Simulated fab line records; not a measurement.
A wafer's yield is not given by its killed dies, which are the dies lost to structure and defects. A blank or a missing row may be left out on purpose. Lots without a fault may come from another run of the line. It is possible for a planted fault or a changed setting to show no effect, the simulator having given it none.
fab line records ; flow nand_harc
[record] lots = 14; wafers = 42; last_day = 34
route steps=1302 shown P_M1@302 P_M2@326
lots with no fault: from the same line, run without faults
start_h: hours from the record's opening day to when the first of the lot's shown wafers began ; wait_h: how many hours have passed since the lot's step before this one ; " identical to the entry in the row above ; L1.1+2: several wafers, shown together as one row ; - either no value or no given start ; * or withheld: withheld ; < > ~ a bound
route shown NAME@n: names a module that has steps shown in the file, with the first one's number in the route ; usual: mean/standard deviation taken from wafers without a fault ; same: alike in all rows ; chamber/n: place in a boat ; sites: the reading at each site ; _std_site: their standard deviation ; _edge_site: outer sites' mean less inner sites' ; radius_mm: for every site, how far away it sits from the centre of the wafer ; mask NAME#n: copy n ; behind: the tool/chamber that last shaped the wafer ; hold: the reason the lot was held/the length of the hold in hours/how it ended ; device: whichever transistor did not switch (one of n, p or np) ; end of line: the same wafers' tests at the end of the route ; a step without rows: its recipe alone ; killed: not the wafer's yield, but the dies lost to structure and defects at the first sort ; map: a wafer's dies, marking killed ones x, the rest . and places with no die _
set.NAME: the setting the step ran with; set.NAME@STEP: the setting that earlier step ran with ; model.NAME: the simulator's own value behind a step, which no gauge read
one table for each step of the route and one row for each wafer, over a sample of lots
services: the hour from which a tool's chamber was out of use, counted from the record's first day as start_h (under 0 if before that day), plus the number of hours and why
[[steps]]
[step NHARC_P_M1_STRIP_18]
[recipe] power_w = 1000; n2_flow_sccm = 150; h2_flow_sccm = 150; ar_flow_sccm = 0; bias_w = 0; chemistry = N2/H2
[usual] drypump_motor_current_A = 5.6/0.41; oes_product_au = 1.004/0.011; rf_vpp_V = 90.5/1; showerhead_plenum_p_Torr = 2.04/0.092; throttle_valve_pct = 14.172/0.01
lot.wafer;tool;chamber;start_h;wait_h;drypump_motor_current_A;oes_product_au;rf_hours_counter_h;rf_vpp_V;showerhead_plenum_p_Torr;throttle_valve_pct
L867.2;rie_diel-03;2;130.31;0.1;6.3;1.013;1;90.1;1.95;14.194
L867.4;rie_diel-03;3;130.31;0.1;5.7;1.023;1;91.5;2.11;14.162
L867.1;rie_diel-03;0;130.31;0.1;5.5;1.020;1;91.2;2.09;14.179
L872.4;rie_diel-07;0;172.26;0.1;6.0;1.000;15;89.2;1.93;14.165
L872.2;rie_diel-07;1;172.26;0.1;5.3;1.009;16;90.7;2.13;14.174
L872.6;rie_diel-07;1;172.26;0.1;5.3;1.010;-;90.2;2.13;14.166
L871.3;rie_diel-12;3;172.68;0.1;5.5;0.987;5;90.5;2.20;14.177
L871.5;rie_diel-12;0;172.68;0.1;5.1;1.007;-;90.2;2.08;14.163
L871.6;rie_diel-12;1;172.68;0.1;5.3;1.003;-;89.5;2.08;14.171
L873.4;rie_diel-12;3;194.19;0.1;5.5;0.988;7;91.4;2.20;14.171
L873.6;rie_diel-12;3;194.19;0.1;5.5;0.979;-;92.6;2.20;14.163
L873.5;rie_diel-12;0;194.19;0.1;5.1;0.996;-;90.2;2.07;14.198
L875.1;rie_diel-07;1;204.71;0.1;5.3;0.993;23;90.0;2.12;14.199
L875.3;rie_diel-07;2;204.71;0.1;6.1;1.006;21;88.7;1.89;14.178
L875.5;rie_diel-07;1;204.71;0.1;5.3;1.013;-;91.6;2.12;14.186
L876.3;rie_diel-12;1;215.34;0.1;5.3;0.997;8;90.6;2.08;14.163
L876.4;rie_diel-12;1;215.34;0.1;5.3;0.998;-;90.0;2.08;14.177
L876.5;rie_diel-12;0;215.34;0.1;5.1;0.998;-;91.2;2.08;14.169
L878.3;rie_diel-03;3;240.27;0.1;5.8;1.021;10;89.7;2.11;14.176
L878.6;rie_diel-03;0;240.27;0.1;5.5;0.996;-;89.5;2.09;14.167
L878.5;rie_diel-03;1;240.27;0.1;6.1;1.002;-;89.5;1.98;14.192
L879.2;rie_diel-12;0;245.40;0.1;5.1;1.003;9;91.5;2.07;14.172
L879.1;rie_diel-12;3;245.40;0.1;5.5;0.988;9;90.2;2.20;14.164
L879.6;rie_diel-12;1;245.40;0.1;5.3;1.008;-;90.9;2.08;14.181
L885.3;rie_diel-03;2;312.57;0.1;6.3;1.004;3;89.1;1.95;14.168
L885.1;rie_diel-03;3;312.57;0.1;5.7;1.002;2;91.3;2.11;14.166
L885.2;rie_diel-03;1;312.57;0.1;6.1;1.002;3;90.6;1.98;14.178
L886.4;rie_diel-07;2;313.94;0.1;6.2;0.990;2;90.3;2.22;14.165
L886.6;rie_diel-07;1;313.94;0.1;5.3;1.001;-;90.7;2.11;14.165
L886.5;rie_diel-07;2;313.94;0.1;6.1;0.989;-;91.6;2.22;14.167
L887.3;rie_diel-12;2;324.40;0.1;5.0;1.014;3;90.2;1.95;14.163
L887.5;rie_diel-12;2;324.40;0.1;5.1;1.009;-;90.2;1.95;14.164
L887.6;rie_diel-12;3;324.40;0.1;5.5;1.005;-;92.4;2.20;14.194
L889.1;rie_diel-12;3;339.92;0.1;5.5;0.994;4;90.2;2.20;14.179
L889.2;rie_diel-12;1;339.92;0.1;5.3;0.989;4;91.4;2.07;14.167
L889.6;rie_diel-12;3;339.92;0.1;5.5;0.990;-;91.2;2.20;14.161
L888.2;rie_diel-03;2;340.89;0.1;6.4;1.003;5;89.6;1.95;14.182
L888.1;rie_diel-03;0;340.89;0.1;5.5;0.997;5;93.0;2.09;14.174
L888.6;rie_diel-03;3;340.89;0.1;5.7;1.005;-;91.2;2.11;14.157
L890.4;rie_diel-03;1;352.65;0.1;6.1;0.997;6;89.8;1.98;14.161
L890.3;rie_diel-03;2;352.65;0.1;6.4;0.999;6;89.5;1.95;14.164
L890.5;rie_diel-03;1;352.65;0.1;6.1;1.001;-;91.7;1.98;14.167
[step NHARC_P_M1_PVD_21]
[recipe] target_thk_a = 300; chamber_pressure_pa = 5; power_w = 5000; substrate_temp_c = 30; time_s = 20.49; material = Cu
[usual] substrate_temp_c = 30.00/0.11; throttle_valve_pct = 29.8/1.5
lot.wafer;tool;chamber;start_h;wait_h;substrate_temp_c;throttle_valve_pct
L867.2;pvd_sputter-01;-;-;-;30.05;32.4
L867.4;pvd_sputter-01;-;-;-;29.89;29.8
L867.1;pvd_sputter-01;-;-;-;29.94;30.4
L872.2;pvd_sputter-02;-;-;-;29.81;28.3
L872.4;pvd_sputter-02;-;-;-;29.90;30.0
L872.6;pvd_sputter-02;-;-;-;30.02;28.4
L871.3;pvd_sputter-01;-;-;-;30.10;30.6
L871.5;pvd_sputter-01;-;-;-;29.98;29.9
L871.6;pvd_sputter-01;-;-;-;30.13;29.2
L873.4;pvd_sputter-01;-;-;-;29.96;32.4
L873.5;pvd_sputter-01;-;-;-;30.04;30.6
L873.6;pvd_sputter-01;-;-;-;29.99;32.5
L875.3;pvd_sputter-02;-;-;-;30.01;28.0
L875.1;pvd_sputter-02;-;-;-;30.07;29.6
L875.5;pvd_sputter-02;-;-;-;30.15;29.4
L876.3;pvd_sputter-01;-;-;-;29.90;29.9
L876.4;pvd_sputter-01;-;-;-;29.84;30.6
L876.5;pvd_sputter-01;-;-;-;29.94;32.4
L878.3;pvd_sputter-02;-;-;-;30.10;28.4
L878.6;pvd_sputter-02;-;-;-;30.05;29.8
L878.5;pvd_sputter-02;-;-;-;30.05;26.6
L879.2;pvd_sputter-03;-;-;-;29.99;31.9
L879.1;pvd_sputter-03;-;-;-;30.08;28.4
L879.6;pvd_sputter-03;-;-;-;29.79;31.0
L885.2;pvd_sputter-01;-;-;-;29.88;30.4
L885.3;pvd_sputter-01;-;-;-;30.01;30.2
L885.1;pvd_sputter-01;-;-;-;30.00;31.0
L886.4;pvd_sputter-03;-;-;-;29.93;28.3
L886.6;pvd_sputter-03;-;-;-;29.90;29.1
L886.5;pvd_sputter-03;-;-;-;29.96;32.0
L887.3;pvd_sputter-03;-;-;-;30.01;29.0
L887.5;pvd_sputter-03;-;-;-;30.06;31.9
L887.6;pvd_sputter-03;-;-;-;30.02;28.6
L889.2;pvd_sputter-03;-;-;-;29.81;28.5
L889.1;pvd_sputter-03;-;-;-;30.12;31.3
L889.6;pvd_sputter-03;-;-;-;30.20;29.2
L888.1;pvd_sputter-01;-;-;-;29.89;29.6
L888.2;pvd_sputter-01;-;-;-;30.01;30.9
L888.6;pvd_sputter-01;-;-;-;30.00;29.8
L890.3;pvd_sputter-01;-;-;-;30.04;30.4
L890.4;pvd_sputter-01;-;-;-;29.94;31.1
L890.5;pvd_sputter-01;-;-;-;30.01;30.4
[step NHARC_P_M1_PRE_CLEAN_32]
[recipe] time_s = 12; temp_c = 370; rf_power_w = 300; gas = NH3
[usual] heater_power_outer_w = 352/48; heater_power_w = 599/59
lot.wafer;tool;chamber;start_h;wait_h;heater_power_outer_w;heater_power_w
L867.1;pecvd-02;2;132.57;0.1;381;624
L867.2;pecvd-02;2;132.57;0.1;373;616
L867.4;pecvd-02;2;132.57;0.1;374;637
L872.2;pecvd-01;1;174.52;0.1;393;594
L872.4;pecvd-01;1;174.52;0.1;385;602
L872.6;pecvd-01;0;174.52;0.1;423;719
L871.3;pecvd-02;1;174.89;0.1;412;620
L871.5;pecvd-02;0;174.89;0.1;442;705
L871.6;pecvd-02;1;174.89;0.1;424;633
L873.5;pecvd-02;2;196.52;0.1;356;620
L873.6;pecvd-02;0;196.52;0.1;453;715
L873.4;pecvd-02;1;196.52;0.1;410;640
L875.1;pecvd-01;2;206.98;0.1;249;465
L875.3;pecvd-01;0;206.98;0.1;371;615
L875.5;pecvd-01;0;206.98;0.1;371;632
L876.3;pecvd-03;1;217.70;0.1;333;586
L876.5;pecvd-03;2;217.70;0.1;338;628
L876.4;pecvd-03;0;217.70;0.1;368;625
L878.3;pecvd-01;1;242.63;0.1;370;593
L878.5;pecvd-01;1;242.63;0.1;373;578
L878.6;pecvd-01;2;242.63;0.1;258;473
L879.2;pecvd-01;2;247.66;0.1;282;526
L879.1;pecvd-01;1;247.66;0.1;374;590
L879.6;pecvd-01;1;247.66;0.1;371;580
L885.3;pecvd-03;1;314.84;0.1;287;520
L885.2;pecvd-03;2;314.84;0.1;348;604
L885.1;pecvd-03;0;314.84;0.1;332;587
L886.4;pecvd-02;2;316.22;0.1;367;636
L886.6;pecvd-02;0;316.22;0.1;411;662
L886.5;pecvd-02;1;316.22;0.1;381;603
L887.3;pecvd-03;1;326.67;0.1;353;623
L887.6;pecvd-03;2;326.67;0.1;281;551
L887.5;pecvd-03;0;326.67;0.1;316;589
L889.2;pecvd-02;2;342.18;0.1;372;642
L889.1;pecvd-02;1;342.18;0.1;411;618
L889.6;pecvd-02;0;342.18;0.1;415;657
L888.1;pecvd-01;0;343.16;0.1;382;637
L888.2;pecvd-01;2;343.16;0.1;303;525
L888.6;pecvd-01;0;343.16;0.1;374;642
L890.3;pecvd-02;0;354.90;0.1;420;663
L890.5;pecvd-02;1;354.90;0.1;373;576
L890.4;pecvd-02;0;354.90;0.1;414;672
[step NHARC_P_M2_PEB_07]
[recipe] peb_temp_c = 100; peb_time_s = 65
[usual] chill_plate_temp_C = 23.00/0.1; heater_power_total_W = 156.6/0.42
lot.wafer;tool;chamber;start_h;wait_h;chill_plate_temp_C;heater_power_total_W
L867.1;litho_track-01;0;134.61;0.1;23.12;156.1
L867.2;litho_track-01;0;134.61;0.1;23.06;156.1
L867.4;litho_track-01;0;134.61;0.1;23.14;156.4
L872.2;litho_track-04;0;175.66;0.1;22.83;156.3
L872.4;litho_track-04;0;175.66;0.1;23.02;157.1
L872.6;litho_track-04;0;175.66;0.1;22.83;157.1
L871.3;litho_track-04;0;176.11;0.0;22.86;157.0
L871.5;litho_track-04;0;176.11;0.0;22.96;157.2
L871.6;litho_track-04;0;176.11;0.0;22.85;156.5
L873.4;litho_track-04;0;197.73;0.0;23.09;157.0
L873.5;litho_track-04;0;197.73;0.0;22.97;156.1
L873.6;litho_track-04;0;197.73;0.0;23.10;156.0
L875.1;litho_track-06;0;208.24;0.1;22.99;157.1
L875.3;litho_track-06;0;208.24;0.1;23.10;157.1
L875.5;litho_track-06;0;208.24;0.1;22.92;156.7
L876.3;litho_track-04;0;218.80;0.0;23.05;156.9
L876.4;litho_track-04;0;218.80;0.0;22.95;156.2
L876.5;litho_track-04;0;218.80;0.0;22.90;157.0
L878.3;litho_track-04;0;243.72;0.0;23.04;296.2
L878.5;litho_track-04;0;243.72;0.0;23.01;156.2
L878.6;litho_track-04;0;243.72;0.0;23.09;157.0
L879.1;litho_track-04;0;248.79;0.1;22.85;155.9
L879.2;litho_track-04;0;248.79;0.1;22.83;297.9
L879.6;litho_track-04;0;248.79;0.1;22.92;156.7
L885.1;litho_track-01;0;315.96;0.1;22.87;156.6
L885.2;litho_track-01;0;315.96;0.1;22.93;155.9
L885.3;litho_track-01;0;315.96;0.1;23.00;155.9
L886.4;litho_track-06;0;317.43;0.0;23.10;156.6
L886.5;litho_track-06;0;317.43;0.0;22.98;156.4
L886.6;litho_track-06;0;317.43;0.0;23.05;156.3
L887.3;litho_track-01;0;327.94;0.1;22.98;156.4
L887.5;litho_track-01;0;327.94;0.1;22.99;156.9
L887.6;litho_track-01;0;327.94;0.1;23.03;156.7
L889.1;litho_track-01;0;343.30;0.1;22.88;156.9
L889.2;litho_track-01;0;343.30;0.1;22.93;156.5
L889.6;litho_track-01;0;343.30;0.1;22.94;156.0
L888.1;litho_track-06;0;344.41;0.1;23.07;157.0
L888.2;litho_track-06;0;344.41;0.1;23.18;156.2
L888.6;litho_track-06;0;344.41;0.1;23.18;156.7
L890.3;litho_track-04;0;356.12;0.0;22.81;157.1
L890.4;litho_track-04;0;356.12;0.0;22.93;157.2
L890.5;litho_track-04;0;356.12;0.0;22.80;156.3
[step NHARC_P_M2_CD_MEAS_09]
[recipe] target_cd_nm = 170; landing_energy_ev = 500
[usual] cd_nm = 170.1/0.6
[same] landing_energy_ev = 500
lot.wafer;tool;chamber;start_h;wait_h;cd_nm
L867.1;cd_sem-02;0;134.69;-;170.4
L867.2;cd_sem-02;0;134.69;-;168.7
L867.4;cd_sem-02;0;134.69;-;170.1
L872.2;cd_sem-01;0;175.74;-;171.3
L872.4;cd_sem-01;0;175.74;-;170.7
L872.6;cd_sem-01;0;175.74;-;170.4
L871.3;cd_sem-03;0;176.19;-;170.3
L871.5;cd_sem-03;0;176.19;-;170.8
L871.6;cd_sem-03;0;176.19;-;170.1
L873.4;cd_sem-01;0;197.82;-;170.5
L873.5;cd_sem-01;0;197.82;-;170.8
L873.6;cd_sem-01;0;197.82;-;170.3
L875.1;cd_sem-01;0;208.32;-;169.6
L875.3;cd_sem-01;0;208.32;-;170.4
L875.5;cd_sem-01;0;208.32;-;169.5
L876.3;cd_sem-01;0;218.88;-;171.0
L876.4;cd_sem-01;0;218.88;-;170.5
L876.5;cd_sem-01;0;218.88;-;170.9
L878.3;cd_sem-01;0;243.80;-;122.7
L878.5;cd_sem-01;0;243.80;-;170.7
L878.6;cd_sem-01;0;243.80;-;170.1
L879.1;cd_sem-01;0;248.87;-;170.6
L879.2;cd_sem-01;0;248.87;-;122.7
L879.6;cd_sem-01;0;248.87;-;170.0
L885.1;cd_sem-01;0;316.04;-;169.8
L885.2;cd_sem-01;0;316.04;-;169.7
L885.3;cd_sem-01;0;316.04;-;170.0
L886.4;cd_sem-03;0;317.51;-;169.5
L886.5;cd_sem-03;0;317.51;-;169.5
L886.6;cd_sem-03;0;317.51;-;169.8
L887.3;cd_sem-02;0;328.02;-;169.3
L887.5;cd_sem-02;0;328.02;-;168.8
L887.6;cd_sem-02;0;328.02;-;170.0
L889.1;cd_sem-01;0;343.38;-;168.4
L889.2;cd_sem-01;0;343.38;-;169.7
L889.6;cd_sem-01;0;343.38;-;170.0
L888.1;cd_sem-02;0;344.48;-;168.8
L888.2;cd_sem-02;0;344.48;-;169.9
L888.6;cd_sem-02;0;344.48;-;169.7
L890.3;cd_sem-02;0;356.21;-;169.4
L890.4;cd_sem-02;0;356.21;-;170.4
L890.5;cd_sem-02;0;356.21;-;170.6
[[services]]
tool;chamber;start_h;hours;kind
pecvd-02;1;110.73;16.4;repair
rie_diel-12;2;120.22;2.7;repair
pecvd-02;0;124.22;15.3;repair
pecvd-01;-;130.13;13.0;pm
pecvd-02;1;132.52;12.1;repair
litho_track-01;-;155.00;7.0;pm
rie_diel-12;0;161.89;4.7;repair
pvd_sputter-03;-;170.06;10.0;pm
pecvd-01;-;170.30;2.1;repair
rie_diel-12;0;173.09;3.4;repair
pvd_sputter-03;-;199.81;7.9;repair
litho_track-04;-;203.00;7.0;pm
rie_diel-12;3;209.05;13.6;repair
pvd_sputter-01;-;226.00;10.0;pm
pecvd-02;-;227.21;13.0;pm
pecvd-01;-;237.66;0.9;repair
rie_diel-12;-;268.40;9.0;pm
rie_diel-03;-;281.45;9.0;pm
pvd_sputter-01;-;286.64;3.5;repair
pecvd-02;-;288.58;1.5;repair
pecvd-01;-;311.13;13.0;pm
rie_diel-03;3;322.46;13.9;repair
pecvd-01;2;325.41;5.6;repair
rie_diel-03;1;347.12;5.1;repair
[[key]]
[first_sign] step = NHARC_P_M2_PEB_07; reading = heater_power_total_W; direction = up; sigmas = 99+; usual = *; struck = *
[effect] step = NHARC_P_M2_CD_MEAS_09; reading = cd_nm; direction = down; sigmas = 79; usual = 170.1; struck = 122.7
met_at NHARC_P_M2_PEB_07
struck_lots L878,L879
struck_wafers L878.3,L879.2
later_rows_left_out L878.3,L879.2
sort_left_out L878.3,L879.2
not_acting_at NHARC_P_M1_STRIP_18,NHARC_P_M1_PVD_21,NHARC_P_M1_PRE_CLEAN_32
onset_between 218.80 243.72
[fault] kind = process_parameter_drift; tool = litho_track-04; chamber = -; onset_h = 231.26; steps = NHARC_P_M2_PEB_07; channel = peb_time_s; offset = *; shape = step; end_h = 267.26; scope = struck_wafers_only; acts_in = *; stated = *
// sort_left_out: the simulated sort isn't trusted on such a fault, so these wafers' sort isn't shown, and their yield isn't known
// later_rows_left_out: the simulator's readings of these wafers behind a module that went badly wrong aren't trusted and aren't shown, but for the sort
